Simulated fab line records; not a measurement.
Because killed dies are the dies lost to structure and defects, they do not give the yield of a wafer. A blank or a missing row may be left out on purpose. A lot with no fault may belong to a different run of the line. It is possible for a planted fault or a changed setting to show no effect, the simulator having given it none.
Chamber matching ; flow nand-harc ; NHARC_P_M1_ETCH_35 on rie-diel-10 has 4 sister chambers
The step etches the open film in N2/H2, target depth 40 nm, overetch 12 nm, time 43.94 s. 14 wafers are shown with their chamber, then 7 later ones without.

== EACH WAFER AND ITS CHAMBER ==
wafer;chamber;showerhead-plenum-p-Torr (Torr);drypump-motor-current-A (A);rf-vpp-V (V)
L074.1;2;2.20;5.5;433
L074.5;0;2.19;5.6;436
L074.6;1;1.90;5.9;425
L079.1;3;1.99;5.6;430
L079.2;0;2.19;5.6;435
L079.3;1;1.90;5.9;427
L085.2;2;2.20;5.5;435
L085.4;0;2.19;5.6;434
L085.6;3;1.98;5.6;429
L089.3;1;1.90;6.0;426
L089.4;0;2.19;5.7;433
L089.6;2;2.20;5.5;435
L091.1;2;2.20;5.5;435
L091.3;1;1.90;5.9;427

SIGNATURES (means of the wafers above)
reading;chamber 0;chamber 1;chamber 2;chamber 3;scatter within a chamber
showerhead-plenum-p-Torr;2.1900;1.9000;2.2000;1.9850;0.00224
drypump-motor-current-A;5.625;5.925;5.500;5.600;0.0387
rf-vpp-V;434.50;426.25;434.50;429.50;1.06
Rule: distance of a wafer from a chamber = root of the sum over the readings of ((wafer's reading minus chamber's mean) / reading's scatter) squared. If the next closest chamber is less than 2 further off than the closest, the wafer can't be placed; otherwise it belongs to the closest. The scatter: take each reading less its chamber's mean, square it, sum over the shown wafers, divide by the number of wafers less the number of chambers, and take the root.

== WAFERS WITH NO CHAMBER GIVEN ==
wafer;showerhead-plenum-p-Torr (Torr);drypump-motor-current-A (A);rf-vpp-V (V)
L091.6;2.19;5.7;435
L096.3;2.19;5.6;434
L096.4;1.90;5.9;427
L096.6;1.98;5.6;430
L097.3;2.19;5.6;435
L097.5;1.90;6.0;427
L097.6;2.20;5.5;436

== THE CHAMBER EACH PASSED THROUGH ==
wafer;from the rows above;in truth
L091.6;0;0
L096.3;0;0
L096.4;1;1
L096.6;3;3
L097.3;0;0
L097.5;1;1
L097.6;2;2
Correctly placed: 7 of 7. From these rows, 0 cannot be placed. Wrongly placed: 0.
